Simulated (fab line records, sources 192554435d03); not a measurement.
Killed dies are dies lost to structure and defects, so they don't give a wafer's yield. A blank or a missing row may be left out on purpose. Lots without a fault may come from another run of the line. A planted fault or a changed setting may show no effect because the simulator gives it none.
Chamber matching | flow n5_finfet | N5_BEOL_M6_STRIP_19 on rie_diel-05: 4 sister chambers
The step strips in O2. 4 wafers are shown with their chamber, then 8 later ones without.

WAFERS WITH THEIR CHAMBER
wafer  | chamber | throttle_valve_pct (%)
L082.1 | 1       | 16.45
L089.5 | 0       | 16.77
L089.6 | 3       | 16.34
L091.2 | 2       | 16.52

WAFERS WITHOUT THEIR CHAMBER
wafer  | throttle_valve_pct (%)
L091.3 | 16.33
L091.6 | 16.78
L093.3 | 16.49
L093.5 | 16.49
L093.6 | 16.78
L096.1 | 16.80
L096.2 | 16.54
L096.4 | 16.53

WHICH CHAMBER EACH WENT THROUGH
wafer  | from the rows above     | in truth
L091.3 | 3                       | 3
L091.6 | 0                       | 0
L093.3 | can't be placed: 2 or 1 | 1
L093.5 | can't be placed: 2 or 1 | 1
L093.6 | 0                       | 0
L096.1 | 0                       | 0
L096.2 | 2                       | 2
L096.4 | 2                       | 2
Placed correctly: 6 of 8. Can't be placed from these rows: 2 (the true chamber is among the candidates in 2). Placed wrongly: 0.
How it was worked out, from the rows above alone: a wafer's distance from a chamber is the root of the sum, over the readings, of the square of ((its reading less the chamber's mean) divided by the reading's scatter). The wafer belongs to the nearest chamber; if the next one is less than 2 further off, it can't be placed. A chamber's mean is the mean of its shown wafers. The scatter: with one shown wafer a chamber, the root of the mean of the squares of how far each hidden wafer lies from its nearest shown one.
